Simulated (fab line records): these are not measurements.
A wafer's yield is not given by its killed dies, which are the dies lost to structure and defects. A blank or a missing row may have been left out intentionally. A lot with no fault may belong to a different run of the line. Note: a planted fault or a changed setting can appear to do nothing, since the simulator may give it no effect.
Chamber matching | flow n5-finfet | 4 sister chambers for N5_BEOL_M5_ETCH_72 on rie-diel-06
The step etches underlayer in N2/H2, target depth 6.5 nm, time 5.2 s. 16 wafers are shown with their chamber, then 8 later ones without.

== WAFERS, EACH WITH ITS CHAMBER ==
wafer  | chamber | drypump-motor-current-A (A) | showerhead-plenum-p-Torr (Torr) | throttle-valve-pct (%)
L076.1 | 1       | 5.7                         | 2.61                            | 17.61
L076.2 | 0       | 5.7                         | 2.63                            | 17.80
L076.3 | 2       | 6.7                         | 2.45                            | 17.92
L081.1 | 1       | 5.7                         | 2.61                            | 17.66
L081.3 | 2       | 6.7                         | 2.45                            | 17.97
L081.6 | 1       | 5.7                         | 2.61                            | 17.66
L084.3 | 3       | 5.2                         | 2.40                            | 17.82
L084.5 | 2       | 6.8                         | 2.45                            | 17.97
L084.6 | 1       | 5.7                         | 2.61                            | 17.66
L085.1 | 0       | 5.7                         | 2.62                            | 17.82
L085.2 | 3       | 5.2                         | 2.40                            | 17.78
L085.6 | 0       | 5.7                         | 2.62                            | 17.81
L089.2 | 0       | 5.7                         | 2.62                            | 17.84
L089.5 | 0       | 5.7                         | 2.62                            | 17.83
L089.6 | 1       | 5.7                         | 2.60                            | 17.68
L091.1 | 2       | 6.7                         | 2.44                            | 17.99

SIGNATURES, as means of the wafers listed above
reading                  | chamber 0 | chamber 1 | chamber 2 | chamber 3 | scatter within a chamber
drypump-motor-current-A  | 5.700     | 5.700     | 6.725     | 5.200     | 0.025
showerhead-plenum-p-Torr | 2.6220    | 2.6080    | 2.4475    | 2.4000    | 0.00443
throttle-valve-pct       | 17.8200   | 17.6540   | 17.9625   | 17.8000   | 0.0245
Rule: for a wafer and a chamber, the distance is found by dividing, reading by reading, the gap between the wafer's reading and the chamber's mean by the reading's scatter, squaring, summing and taking the root. If the next closest chamber is less than 2 further off than the closest, the wafer can't be placed; otherwise it belongs to the closest. The scatter is the square root of a quotient: the sum, over the shown wafers, of each reading's squared deviation from its chamber's mean, divided by wafers minus chambers.

== WAFERS WHOSE CHAMBER IS MISSING ==
wafer  | drypump-motor-current-A (A) | showerhead-plenum-p-Torr (Torr) | throttle-valve-pct (%)
L091.3 | 5.2                         | 2.39                            | 17.82
L091.6 | 5.2                         | 2.39                            | 17.86
L094.2 | 5.2                         | 2.39                            | 17.83
L094.3 | 6.7                         | 2.44                            | 17.98
L094.4 | 5.7                         | 2.60                            | 17.69
L093.1 | 5.7                         | 2.61                            | 17.85
L093.4 | 6.8                         | 2.44                            | 18.02
L093.5 | 5.7                         | 2.61                            | 17.85

== EACH ONE'S CHAMBER ==
wafer  | from the rows above | in truth
L091.3 | 3                   | 3
L091.6 | 3                   | 3
L094.2 | 3                   | 3
L094.3 | 2                   | 2
L094.4 | 1                   | 1
L093.1 | 0                   | 0
L093.4 | 2                   | 2
L093.5 | 0                   | 0
8 of 8 placed correctly. Not placeable from these rows: 0. Placed wrongly: 0.
